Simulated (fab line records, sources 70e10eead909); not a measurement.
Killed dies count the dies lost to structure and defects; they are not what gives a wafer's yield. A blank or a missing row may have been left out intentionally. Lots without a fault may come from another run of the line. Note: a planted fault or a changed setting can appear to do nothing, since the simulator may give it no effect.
fab line records	flow nand_harc	part 1 of 2: steps 1 to 4 of 6
record: lots: 19	wafers: 57	last_day: 33
route steps=1302 shown A_CHANNEL_FILL_D2@620 A_STAIRCASE@651
lots untouched by any fault: they come from a run of this same line in which no faults occurred
start_h: start of the lot's first displayed wafer, in hours after the record's first day	wait_h: hours elapsed since this lot's preceding step	" unchanged from the row above	L1.1+2: a row that stands for several wafers	- value missing, or start not given	* or withheld: withheld	< > ~ a bound
route shown NAME@n: a module of which the file shows steps, and the number in the route of the first	usual: average and standard deviation across the fault-free wafers	same: alike in all rows	chamber/n: place in a boat	sites: readings site by site	_std_site: their standard deviation	_edge_site: the outer-site mean with the inner-site mean subtracted	radius_mm: for every site, how far away it sits from the centre of the wafer	mask NAME#n: copy n	behind: the tool/chamber that last shaped the wafer	hold: reason for holding the lot/hours on hold/outcome of the hold	device: which transistor (n, p or np) failed to switch	end of line: at the end of the route, the tests of the same wafers	a step without rows: its recipe alone	killed: at the first sort, the dies lost to defects and structure; wafer yield is something else	map: shows each die of a wafer: x if killed, . if not, _ if none is there
set.NAME: the setting that was run; set.NAME@STEP: the one run at that earlier step	model.NAME: the simulator's own value behind a step, which no gauge read
a sample of lots followed through the steps of the route, with each step as a table and each wafer as a row
services: from which hour (start_h, from the record's first day; less than 0 if before it) a tool's chamber was out of use, for how many hours, and why
== steps ==
step: NHARC_A_CHANNEL_FILL_D2_ETCHBACK_20
recipe: target_depth_a: 270	time_s: 13.5	c4f8_flow_sccm: withheld	o2_flow_sccm: 8	ar_flow_sccm: withheld	rf_w: 600	bias_w: 1500	chemistry: C4F8/O2/Ar
usual: chamber_pressure_mTorr: 24.997/0.022	oes_product_au: 0.982/0.026	rf_fwd_power_W: 587.1/2.5	rf_vpp_V: 981/6
lot.wafer	tool	chamber	start_h	wait_h	chamber_pressure_mTorr	oes_product_au	rf_fwd_power_W	rf_hours_counter_h	rf_vpp_V
L074.3	rie_diel-12	3	317.45	-	24.976	1.018	592.2	1	976
L074.4	"	0	"	"	25.009	1.013	587.9	1	980
L074.1	"	1	"	"	25.033	0.935	584.1	0	982
L075.1	rie_diel-09	0	335.20	-	25.003	1.001	587.3	1	970
L075.3	"	1	"	"	24.993	1.003	588.9	1	981
L075.5	"	3	"	"	25.045	0.998	585.1	-	988
L078.4	rie_diel-04	1	365.76	-	24.998	0.989	588.1	0	982
L078.5	"	3	"	"	24.984	0.996	582.6	-	988
L078.6	"	0	"	"	24.986	0.998	588.8	-	988
L081.3	rie_diel-04	3	388.86	-	24.983	0.927	587.4	1	987
L081.4	"	0	"	"	24.996	0.924	589.5	1	988
L081.5	"	3	"	"	25.004	0.930	586.3	-	987
L080.1	rie_diel-09	0	388.86	-	24.959	0.994	585.4	10	969
L080.4	"	1	"	"	24.992	0.983	586.7	10	981
L080.5	"	1	"	"	24.991	0.989	585.1	-	982
L082.4	rie_diel-04	0	408.13	-	25.010	0.978	590.4	1	987
L082.6	"	3	"	"	24.990	1.002	584.7	-	988
L082.5	"	0	"	"	25.000	0.996	588.5	-	987
L083.3	rie_diel-12	3	408.14	-	24.958	0.999	591.4	4	975
L083.5	"	0	"	"	25.050	0.986	589.6	-	980
L083.6	"	1	"	"	25.024	0.984	584.2	-	983
L084.3	rie_diel-04	0	425.79	-	25.019	0.995	586.3	1	990
L084.4	"	3	"	"	25.019	0.982	588.4	1	987
L084.6	"	0	"	"	24.990	0.993	589.3	-	989
L085.1	rie_diel-04	3	433.66	-	24.960	0.998	585.9	1	988
L085.5	"	2	"	"	24.976	0.992	588.1	-	984
L085.6	"	3	"	"	24.983	0.990	587.8	-	987
L086.4	rie_diel-04	2	447.77	-	25.003	0.994	585.5	1	984
L086.1	"	1	"	"	25.022	0.970	587.5	2	979
L086.5	"	3	"	"	25.003	0.984	588.2	-	987
L087.2	rie_diel-12	3	457.74	-	25.037	0.997	590.1	0	975
L087.3	"	2	"	"	24.978	1.001	587.9	0	975
L087.5	"	0	"	"	24.998	1.002	593.5	-	980
L088.4	rie_diel-09	1	479.09	-	24.984	0.996	587.0	27	979
L088.1	"	2	"	"	24.970	0.985	587.0	24	969
L088.3	"	3	"	"	24.997	0.995	585.1	28	985
L089.2	rie_diel-04	1	479.09	-	25.001	0.988	587.2	3	981
L089.1	"	2	"	"	25.007	1.003	587.6	3	984
L089.6	"	0	"	"	24.967	0.997	586.2	-	989
L090.4	rie_diel-12	0	491.08	-	25.002	0.992	591.0	1	981
L090.2	"	2	"	"	25.010	0.980	586.9	1	974
L090.5	"	1	"	"	25.041	0.934	581.3	-	983
L091.1	rie_diel-09	0	491.08	-	24.987	0.998	586.1	28	969
L091.3	"	1	"	"	24.999	1.002	584.3	28	980
L091.4	"	3	"	"	25.002	0.992	587.3	30	988
L092.1	rie_diel-04	0	516.60	-	25.055	0.929	592.8	4	990
L092.4	"	2	"	"	24.981	0.924	586.2	4	984
L092.6	"	1	"	"	24.985	0.919	588.5	-	981
L095.2	rie_diel-12	0	540.36	-	25.010	0.995	586.6	3	982
L095.4	"	2	"	"	25.029	0.990	585.8	2	973
L095.6	"	1	"	"	25.001	1.008	583.3	-	981
L096.1	rie_diel-12	2	552.49	-	24.983	0.919	584.6	3	972
L096.3	"	0	"	"	25.038	0.930	587.6	3	981
L096.6	"	2	"	"	25.005	0.933	586.0	-	973
L097.1	rie_diel-12	0	559.59	-	25.026	0.978	585.3	3	982
L097.4	"	3	"	"	25.018	0.986	588.4	3	975
L097.5	"	0	"	"	24.975	0.979	590.5	-	982
step: NHARC_A_STAIRCASE_ETCH_169
recipe: target_depth_a: 500	time_s: 107.1	ion_energy_ev: 120	ch3f_flow_sccm: 50	o2_flow_sccm: 30	ar_flow_sccm: 200	rf_w: 500	bias_w: 100	chemistry: CH3F/O2
usual: chamber_pressure_mTorr: 24.998/0.026	drypump_motor_current_A: 5.8/0.52	oes_product_au: 0.957/0.017	rf_fwd_power_W: 496.6/1.7	rf_vpp_V: 244.1/1.2	showerhead_plenum_p_Torr: 2.44/0.07	throttle_valve_pct: 20.663/0.0086
lot.wafer	tool	chamber	start_h	wait_h	chamber_pressure_mTorr	drypump_motor_current_A	oes_product_au	rf_fwd_power_W	rf_hours_counter_h	rf_vpp_V	showerhead_plenum_p_Torr	throttle_valve_pct
L074.1	rie_diel-11	3	342.38	0.1	24.983	6.1	0.977	498.2	27	243.5	2.31	20.661
L074.3	"	0	"	"	24.997	6.5	0.961	495.2	26	242.7	2.39	20.675
L074.4	"	1	"	"	24.972	5.6	0.978	495.4	25	244.3	2.48	20.654
L075.3	rie_diel-13	3	362.16	0.1	24.976	6.4	0.958	495.9	2	245.5	2.50	20.672
L075.1	"	2	"	"	25.046	5.0	0.975	496.0	2	244.5	2.45	20.649
L075.5	"	1	"	"	25.020	5.6	0.946	496.6	-	243.6	2.35	20.667
L078.4	rie_diel-13	1	397.08	0.1	24.993	5.6	0.958	496.9	14	243.3	2.35	20.653
L078.5	"	2	"	"	24.991	5.0	0.989	496.1	-	244.3	2.44	20.674
L078.6	"	3	"	"	24.913	6.3	0.999	496.2	-	245.0	2.50	20.647
L081.4	rie_diel-11	0	416.46	0.1	24.988	6.5	0.950	495.4	-	244.2	2.38	20.665
L081.3	"	2	"	"	24.968	5.6	0.951	495.1	-	244.9	2.51	20.655
L081.5	"	2	"	"	25.010	5.6	0.956	497.7	-	246.3	2.51	20.668
L080.1	rie_diel-02	1	416.54	0.1	25.005	6.3	0.945	494.1	3	244.3	2.51	20.665
L080.4	"	0	"	"	24.994	5.1	0.954	500.1	3	243.9	2.48	20.658
L080.5	"	2	"	"	25.017	6.3	0.948	496.4	-	244.0	2.43	20.668
L082.4	rie_diel-02	0	432.54	0.1	25.011	5.1	0.975	495.7	11	245.0	2.48	20.655
L082.5	"	1	"	"	24.954	6.3	0.957	496.2	-	243.7	2.51	20.658
L082.6	"	2	"	"	24.982	6.3	0.970	499.2	-	243.0	2.42	20.674
L083.3	rie_diel-13	1	432.72	0.1	24.989	5.6	0.927	496.6	28	242.3	2.34	20.655
L083.5	"	0	"	"	25.025	5.6	0.950	495.0	-	245.4	2.56	20.673
L083.6	"	1	"	"	24.966	5.6	0.933	494.1	-	243.4	2.34	20.670
L084.3	rie_diel-02	3	452.38	0.1	24.972	5.2	0.925	495.0	15	242.4	2.41	20.652
L084.4	"	2	"	"	25.010	6.4	0.940	497.9	13	244.1	2.42	20.654
L084.6	"	0	"	"	25.022	5.1	0.924	498.1	-	243.6	2.48	20.665
L085.1	rie_diel-11	0	459.06	0.1	25.018	6.5	0.965	494.0	7	241.8	2.37	20.662
L085.5	"	0	"	"	24.977	6.5	0.960	491.9	-	244.1	2.37	20.670
L085.6	"	1	"	"	25.009	5.6	0.981	496.7	-	244.0	2.47	20.661
L086.1	rie_diel-02	2	472.91	0.1	24.983	6.4	0.966	496.6	21	244.6	2.42	20.664
L086.4	"	0	"	"	24.951	5.1	0.985	496.4	26	244.8	2.47	20.683
L086.5	"	1	"	"	24.974	6.3	0.950	498.1	-	244.6	2.51	20.670
L087.2	rie_diel-02	1	482.75	0.1	25.044	6.3	0.962	498.3	25	247.1	2.50	20.655
L087.3	"	3	"	"	25.048	5.2	0.983	494.6	27	243.8	2.40	20.660
L087.5	"	0	"	"	25.019	5.1	0.961	496.1	-	243.2	2.47	20.658
L088.1	rie_diel-02	1	504.13	0.1	25.031	6.3	0.960	496.9	29	246.3	2.50	20.672
L088.4	"	2	"	"	24.968	6.4	0.965	496.5	30	242.9	2.42	20.665
L088.3	"	3	"	"	25.024	5.2	0.961	493.0	34	243.3	2.40	20.661
L089.2	rie_diel-02	3	504.37	0.1	24.997	5.2	0.922	497.3	34	244.3	2.40	20.670
L089.1	"	2	"	"	25.013	6.3	0.937	497.4	30	243.5	2.42	20.663
L089.6	"	0	"	"	24.977	5.1	0.939	498.0	-	244.5	2.47	20.661
L091.4	rie_diel-02	3	517.52	0.1	25.031	5.2	0.978	496.6	37	243.1	2.40	20.663
L091.3	"	0	"	"	24.989	5.1	0.963	499.9	37	245.0	2.47	20.658
L091.1	"	2	"	"	24.992	6.3	0.951	499.0	35	243.6	2.41	20.654
L090.2	rie_diel-11	1	517.68	0.1	24.956	5.7	0.955	498.6	31	243.6	2.46	20.661
L090.4	"	0	"	"	24.977	6.5	0.942	496.5	28	243.7	2.36	20.660
L090.5	"	1	"	"	25.010	5.7	0.949	498.7	-	245.1	2.46	20.663
L092.4	rie_diel-13	0	543.98	0.1	24.973	5.6	0.942	496.7	2	244.9	2.55	20.662
L092.1	"	3	"	"	24.996	6.3	0.961	497.7	3	243.7	2.48	20.654
L092.6	"	0	"	"	24.984	5.6	0.949	497.2	-	246.0	2.55	20.670
L095.2	rie_diel-11	0	569.16	0.1	25.006	6.5	0.939	493.1	44	242.8	2.36	20.669
L095.4	"	2	"	"	25.012	5.5	0.969	496.3	45	245.3	2.49	20.660
L095.6	"	0	"	"	24.963	6.5	0.945	493.4	-	243.3	2.36	20.667
L096.3	rie_diel-11	2	577.43	0.1	25.077	5.6	0.945	498.6	49	244.8	2.48	20.661
L096.1	"	3	"	"	25.005	6.1	0.938	495.6	45	242.7	2.29	20.673
L096.6	"	3	"	"	25.025	6.1	0.940	493.2	-	243.0	2.29	20.665
L097.1	rie_diel-02	3	585.15	0.1	24.983	5.2	0.954	498.9	2	242.6	2.39	20.671
L097.4	"	1	"	"	24.973	6.3	0.987	498.2	2	244.3	2.49	20.671
L097.5	"	0	"	"	24.968	5.1	0.991	497.0	-	244.8	2.46	20.664
step: NHARC_A_STAIRCASE_TRIM_14
recipe: time_s: 211.2	o2_flow_sccm: 500	ar_flow_sccm: 0	bias_w: 0	chemistry: O2
usual: chamber_pressure_mTorr: 60.00/0.055	drypump_motor_current_A: 5.7/0.51	oes_product_au: 0.997/0.01	rf_vpp_V: 57.7/0.91	showerhead_plenum_p_Torr: 3.49/0.1	throttle_valve_pct: 17.037/0.009
lot.wafer	tool	chamber	start_h	wait_h	chamber_pressure_mTorr	drypump_motor_current_A	oes_product_au	rf_hours_counter_h	rf_vpp_V	showerhead_plenum_p_Torr	throttle_valve_pct
L074.4	rie_diel-02	1	-	-	59.94	6.4	1.002	35	58.6	3.62	17.039
L074.1	"	3	"	"	59.97	5.2	1.019	27	58.0	3.48	17.036
L074.3	"	0	"	"	59.99	5.1	1.004	32	58.0	3.57	17.033
L075.3	rie_diel-13	2	-	-	60.01	5.0	1.010	2	56.8	3.51	17.050
L075.1	"	3	"	"	59.93	6.4	1.001	2	57.7	3.59	17.039
L075.5	"	1	"	"	60.01	5.6	0.993	-	54.9	3.38	17.034
L078.4	rie_diel-13	2	-	-	59.99	5.0	1.015	14	57.8	3.51	17.037
L078.5	"	3	"	"	59.99	6.3	1.010	-	57.5	3.58	17.043
L078.6	"	0	"	"	59.98	5.6	0.995	-	59.0	3.68	17.036
L081.3	rie_diel-11	0	-	-	60.05	6.5	1.006	-	57.6	3.41	17.047
L081.4	"	2	"	"	60.01	5.6	0.997	-	58.6	3.60	17.047
L081.5	"	0	"	"	60.06	6.5	0.998	-	57.8	3.41	17.040
L080.4	rie_diel-13	1	-	-	59.94	5.6	0.989	23	57.0	3.37	17.042
L080.1	"	2	"	"	60.04	5.0	1.004	22	57.8	3.50	17.038
L080.5	"	2	"	"	60.01	5.0	1.014	-	59.0	3.50	17.026
L082.4	rie_diel-13	0	-	-	60.02	5.6	1.000	16	57.2	3.67	17.038
L082.5	"	1	"	"	59.99	5.6	0.990	-	57.0	3.36	17.025
L082.6	"	2	"	"	60.04	5.0	1.010	-	57.4	3.50	17.033
L083.3	rie_diel-02	3	-	-	60.06	5.2	0.999	11	57.2	3.46	17.023
L083.6	"	0	"	"	60.03	5.1	0.997	-	57.8	3.55	17.058
L083.5	"	1	"	"	59.97	6.3	0.987	-	58.6	3.60	17.030
L084.3	rie_diel-13	1	-	-	60.03	5.6	0.988	39	58.5	3.36	17.033
L084.4	"	0	"	"	59.95	5.6	0.992	26	58.4	3.67	17.037
L084.6	"	2	"	"	59.98	5.0	1.023	-	58.2	3.50	17.038
L085.1	rie_diel-02	3	-	-	60.00	5.2	0.991	20	58.4	3.45	17.056
L085.5	"	1	"	"	60.02	6.3	0.988	-	57.2	3.60	17.053
L085.6	"	2	"	"	59.99	6.3	1.010	-	59.7	3.48	17.014
L086.1	rie_diel-11	2	-	-	60.00	5.6	0.994	16	58.3	3.58	17.022
L086.5	"	3	"	"	60.08	6.1	1.002	-	56.4	3.31	17.049
L086.4	"	1	"	"	60.12	5.7	1.008	-	57.0	3.54	17.043
L087.3	rie_diel-02	1	-	-	60.01	6.3	0.993	26	58.5	3.59	17.037
L087.2	"	3	"	"	59.98	5.2	1.001	29	57.1	3.45	17.054
L087.5	"	0	"	"	59.97	5.1	0.996	-	58.9	3.55	17.048
L088.1	rie_diel-11	0	-	-	59.99	6.5	0.979	24	57.3	3.40	17.056
L088.4	"	1	"	"	59.92	5.7	0.993	28	57.4	3.53	17.037
L088.3	"	2	"	"	60.01	5.6	0.993	26	57.9	3.58	17.042
L089.2	rie_diel-11	3	-	-	60.03	6.1	0.998	22	57.9	3.30	17.012
L089.1	"	0	"	"	59.95	6.5	0.981	25	55.8	3.40	17.042
L089.6	"	2	"	"	59.96	5.6	0.996	-	58.4	3.58	17.050
L091.4	rie_diel-11	0	-	-	59.99	6.5	0.979	28	56.7	3.39	17.052
L091.3	"	1	"	"	60.00	5.7	0.997	31	58.2	3.53	17.050
L091.1	"	2	"	"	60.02	5.6	1.006	29	57.2	3.57	17.032
L090.2	rie_diel-13	1	-	-	59.92	5.6	0.994	54	57.6	3.35	17.033
L090.4	"	0	"	"	60.04	5.6	0.998	38	60.1	3.66	17.039
L090.5	"	2	"	"	59.98	5.0	1.017	-	57.7	3.49	17.034
L092.1	rie_diel-02	3	-	-	59.98	5.2	1.010	48	56.9	3.44	17.021
L092.4	"	0	"	"	59.92	5.1	0.995	47	58.3	3.53	17.035
L092.6	"	3	"	"	59.99	5.2	1.006	-	57.8	3.44	17.030
L095.2	rie_diel-13	1	-	-	59.99	5.6	0.999	11	59.0	3.34	17.036
L095.4	"	2	"	"	60.18	5.0	0.997	-	56.8	3.48	17.040
L095.6	"	2	"	"	60.01	5.0	0.999	-	58.2	3.48	17.018
L096.1	rie_diel-13	0	-	-	60.11	5.6	0.976	16	58.1	3.65	17.031
L096.3	"	1	"	"	60.03	5.6	0.993	18	56.1	3.34	17.046
L096.6	"	0	"	"	59.93	5.6	0.985	-	58.2	3.65	17.032
L097.1	rie_diel-11	2	-	-	60.02	5.6	1.002	55	57.1	3.56	17.034
L097.4	"	3	"	"	59.86	6.1	1.009	52	57.5	3.29	17.034
L097.5	"	0	"	"	60.05	6.5	0.990	-	57.1	3.38	17.032
step: NHARC_A_STAIRCASE_TRIM_16
recipe: time_s: 211.2	o2_flow_sccm: 500	ar_flow_sccm: 0	bias_w: 0	chemistry: O2
usual: chamber_pressure_mTorr: 60.00/0.051	drypump_motor_current_A: 5.8/0.49	oes_product_au: 0.998/0.01	rf_vpp_V: 57.7/0.79	showerhead_plenum_p_Torr: 3.49/0.11	throttle_valve_pct: 17.036/0.0093
lot.wafer	tool	chamber	start_h	wait_h	chamber_pressure_mTorr	drypump_motor_current_A	oes_product_au	rf_hours_counter_h	rf_vpp_V	showerhead_plenum_p_Torr	throttle_valve_pct
L074.4	rie_diel-02	2	-	-	60.02	6.3	1.003	38	57.7	3.50	17.044
L074.3	"	0	"	"	60.03	5.1	1.000	33	58.2	3.57	17.040
L074.1	"	1	"	"	60.04	6.3	0.991	35	58.0	3.62	17.040
L075.1	rie_diel-13	2	-	-	60.03	5.0	1.006	2	57.5	3.51	17.045
L075.3	"	1	"	"	59.99	5.6	0.991	2	58.0	3.38	17.042
L075.5	"	3	"	"	59.97	6.3	1.005	-	57.5	3.59	17.030
L078.4	rie_diel-13	0	-	-	60.04	5.6	0.999	3	58.2	3.68	17.043
L078.5	"	3	"	"	60.11	6.3	0.998	-	58.8	3.58	17.046
L078.6	"	0	"	"	59.97	5.6	1.006	-	58.8	3.68	17.012
L081.4	rie_diel-11	0	-	-	60.02	6.5	0.986	-	58.1	3.41	17.050
L081.3	"	2	"	"	59.91	5.6	1.004	-	58.6	3.60	17.030
L081.5	"	2	"	"	60.02	5.6	1.003	-	58.6	3.60	17.046
L080.1	rie_diel-13	3	-	-	59.98	6.3	1.000	17	57.1	3.58	17.034
L080.4	"	2	"	"	59.99	5.0	1.006	22	58.3	3.50	17.043
L080.5	"	3	"	"	60.05	6.4	0.999	-	59.6	3.58	17.049
L082.4	rie_diel-13	3	-	-	60.16	6.4	1.001	21	57.3	3.58	17.034
L082.5	"	1	"	"	59.98	5.6	0.976	-	57.8	3.36	17.027
L082.6	"	2	"	"	59.96	5.0	1.032	-	56.6	3.50	17.030
L083.3	rie_diel-02	2	-	-	60.01	6.3	0.996	9	58.5	3.48	17.043
L083.5	"	2	"	"	60.04	6.3	0.997	-	57.8	3.48	17.035
L083.6	"	3	"	"	60.05	5.3	0.994	-	58.2	3.46	17.020
L084.4	rie_diel-13	0	-	-	60.01	5.6	0.997	26	58.1	3.67	17.044
L084.3	"	2	"	"	60.01	5.0	1.016	36	58.8	3.50	17.038
L084.6	"	0	"	"	60.02	5.6	0.991	-	59.4	3.67	17.029
L085.1	rie_diel-02	3	-	-	59.98	5.2	1.011	20	57.2	3.45	17.034
L085.6	"	1	"	"	59.92	6.3	0.985	-	57.2	3.60	17.046
L085.5	"	2	"	"	60.07	6.3	1.003	-	57.9	3.48	17.028
L086.1	rie_diel-11	2	-	-	59.88	5.6	0.997	16	57.9	3.58	17.027
L086.4	"	1	"	"	60.06	5.7	1.006	-	58.0	3.54	17.046
L086.5	"	2	"	"	59.91	5.6	0.995	-	57.9	3.58	17.057
L087.2	rie_diel-02	2	-	-	60.08	6.4	1.003	25	57.3	3.47	17.019
L087.3	"	3	"	"	59.98	5.2	0.996	29	58.6	3.45	17.045
L087.5	"	2	"	"	60.02	6.4	1.000	-	56.8	3.47	17.034
L088.3	rie_diel-11	0	-	-	60.00	6.5	0.981	25	58.1	3.40	17.042
L088.1	"	1	"	"	60.04	5.7	0.987	29	58.4	3.53	17.036
L088.4	"	3	"	"	60.01	6.1	1.007	23	55.8	3.30	17.044
L089.2	rie_diel-11	0	-	-	59.97	6.5	0.984	25	58.5	3.40	17.047
L089.1	"	3	"	"	60.00	6.1	0.993	23	57.4	3.31	17.027
L089.6	"	0	"	"	60.07	6.5	0.977	-	57.7	3.40	17.045
L091.1	rie_diel-11	0	-	-	59.98	6.5	0.965	28	56.6	3.39	17.031
L091.3	"	1	"	"	59.96	5.7	0.986	31	57.1	3.53	17.024
L091.4	"	2	"	"	59.99	5.6	0.994	29	58.4	3.58	17.037
L090.4	rie_diel-13	1	-	-	60.10	5.6	0.995	55	58.5	3.35	17.036
L090.2	"	3	"	"	60.07	6.4	1.005	46	58.5	3.56	17.036
L090.5	"	1	"	"	60.06	5.6	0.993	-	57.5	3.35	17.034
L092.4	rie_diel-02	2	-	-	59.96	6.3	1.002	46	58.1	3.46	17.029
L092.1	"	0	"	"	59.91	5.2	0.999	47	56.8	3.54	17.029
L092.6	"	1	"	"	59.90	6.4	1.007	-	56.7	3.58	17.049
L095.2	rie_diel-13	1	-	-	59.88	5.6	0.999	12	57.8	3.34	17.046
L095.4	"	1	"	"	60.01	5.6	1.004	-	55.5	3.34	17.030
L095.6	"	1	"	"	59.89	5.6	0.999	-	57.2	3.34	17.055
L096.1	rie_diel-13	0	-	-	60.01	5.6	0.981	16	58.6	3.65	17.026
L096.3	"	2	"	"	59.95	5.0	0.998	19	57.4	3.48	17.029
L096.6	"	0	"	"	59.92	5.6	0.988	-	57.3	3.65	17.045
L097.1	rie_diel-11	2	-	-	59.94	5.6	1.000	56	57.8	3.56	17.043
L097.4	"	3	"	"	59.98	6.1	1.011	52	56.7	3.29	17.024
L097.5	"	3	"	"	59.99	6.1	0.994	-	57.5	3.29	17.035
